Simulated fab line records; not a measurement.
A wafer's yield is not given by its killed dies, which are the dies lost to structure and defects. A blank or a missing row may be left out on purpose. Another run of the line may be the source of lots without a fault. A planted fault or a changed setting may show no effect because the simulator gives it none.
What tool caused it? + flow n5 finfet + Sampling: 24 lots, 72 wafers, 2 of 1938 route steps

== WHAT THE GAUGES SHOWED, per wafer ==
N5_SDB_OVL_MEAS_12. Usual: SDB_OVL gives -0.5 nm (standard deviation 0.71).
| lot  | measured    | on         | SDB_OVL (nm)   | flag |
|------|-------------|------------|----------------|------|
| L074 | day 3 21:12 | overlay-01 | -1.2 -0.6 -0.5 |      |
| L075 | day 4 08:26 | overlay-01 | -1.6 0.3 -0.1  |      |
| L076 | day 4 10:13 | overlay-01 | -1.8 -0.7 -1.0 |      |
| L077 | day 4 14:29 | overlay-02 | -0.9 -0.1 -1.2 |      |
| L078 | day 4 21:10 | overlay-02 | -0.4 -0.3 0.0  |      |
| L079 | day 5 02:56 | overlay-02 | -1.8 -0.8 0.1  |      |
| L080 | day 5 05:07 | overlay-01 | -0.3 0.4 -0.2  |      |
| L081 | day 5 13:39 | overlay-01 | -0.4 -0.3 -1.2 |      |
| L082 | day 5 19:31 | overlay-01 | -1.0 -1.5 -0.6 |      |
| L083 | day 6 00:44 | overlay-02 | -0.2 -1.0 -0.2 |      |
| L084 | day 6 08:11 | overlay-02 | -1.2 -0.5 -0.4 |      |
| L085 | day 6 11:34 | overlay-01 | -1.0 0.1 -0.8  |      |
| L086 | day 6 16:31 | overlay-01 | -1.5 -1.5 -0.6 |      |
| L087 | day 7 00:35 | overlay-01 | -0.9 -2.3 -0.3 |      |
| L088 | day 7 05:23 | overlay-02 | 0.1 -0.5 -0.2  |      |
| L089 | day 7 10:41 | overlay-02 | 0.2 -0.4 1.0   |      |
| L090 | day 7 21:43 | overlay-01 | 0.3 0.3 0.2    |      |
| L091 | day 7 23:14 | overlay-02 | 0.2 -0.3 0.5   |      |
| L092 | day 8 07:08 | overlay-02 | 0.0 0.1 0.1    |      |
| L093 | day 8 13:32 | overlay-02 | -0.8 -0.4 -0.1 |      |
| L094 | day 8 17:04 | overlay-02 | 0.3 0.5 0.1    |      |
| L095 | day 9 00:35 | overlay-01 | 0.1 -0.4 0.2   |      |
| L096 | day 9 07:34 | overlay-01 | -1.1 -0.3 -0.3 |      |
| L097 | day 9 13:42 | overlay-02 | 0.1 0.3 0.0    |      |

N5_SDB_INSPECT_13: inspects for defects (brightfield). Usual: 67 for raw defect count, sd 24.
| lot  | measured    | on                | raw defect count | flag |
|------|-------------|-------------------|------------------|------|
| L074 | day 3 21:13 | defect inspect-02 | 95 52 53         |      |
| L075 | day 4 08:27 | defect inspect-01 | 69 44 59         |      |
| L076 | day 4 10:14 | defect inspect-01 | 104 76 55        |      |
| L077 | day 4 14:31 | defect inspect-02 | 81 72 51         |      |
| L078 | day 4 21:11 | defect inspect-02 | 70 40 81         |      |
| L079 | day 5 02:57 | defect inspect-01 | 64 48 53         |      |
| L080 | day 5 05:08 | defect inspect-02 | 67 55 70         |      |
| L081 | day 5 13:40 | defect inspect-01 | 49 78 106        |      |
| L082 | day 5 19:33 | defect inspect-02 | 54 88 41         |      |
| L083 | day 6 00:46 | defect inspect-02 | 73 37 49         |      |
| L084 | day 6 08:13 | defect inspect-01 | 58 46 49         |      |
| L085 | day 6 11:35 | defect inspect-02 | 77 74 46         |      |
| L086 | day 6 16:32 | defect inspect-01 | 69 59 43         |      |
| L087 | day 7 00:37 | defect inspect-01 | 98 62 62         |      |
| L088 | day 7 05:24 | defect inspect-02 | 40 89 62         |      |
| L089 | day 7 10:42 | defect inspect-02 | 49 90 48         |      |
| L090 | day 7 21:44 | defect inspect-02 | 45 74 37         |      |
| L091 | day 7 23:16 | defect inspect-02 | 51 78 78         |      |
| L092 | day 8 07:10 | defect inspect-01 | 64 85 106        |      |
| L093 | day 8 13:34 | defect inspect-01 | 65 42 50         |      |
| L094 | day 8 17:05 | defect inspect-01 | 70 167 129       |      |
| L095 | day 9 00:37 | defect inspect-02 | 45 71 31         |      |
| L096 | day 9 07:35 | defect inspect-02 | 31 44 47         |      |
| L097 | day 9 13:44 | defect inspect-02 | 41 72 83         |      |

== EACH LOT AND THE TOOL THAT RAN IT (in order: tool; ch and the chambers of the sampled wafers; start) ==
The record shows no process step preceding these readings.

== WHAT THE TOOLS THEMSELVES READ (means of the sampled wafers that have a number; where no wafer has one, the mark that the record gives instead) ==
The record holds no such reading with a usual standard deviation.

== THE ANSWER, worked out from the rows above alone ==
Rule: take the mean of a lot's wafers that have a number; if it is more than 3 standard deviations from the usual mean, the lot is off. A lot without any number at a reading at which 4 lots or more have one is off too. All remaining lots with rows at the step are treated as sound. The gauges are gone through in route order, then the tools' own readings, and for those a lot's mean is taken as printed above. The first step at which some lot is off is used, and at that step the reading that is off furthest; a lot without a number counts as furthest.
None of the lots is off at any reading shown; this tells nothing.

== WHAT THE SIMULATOR PUT IN ==
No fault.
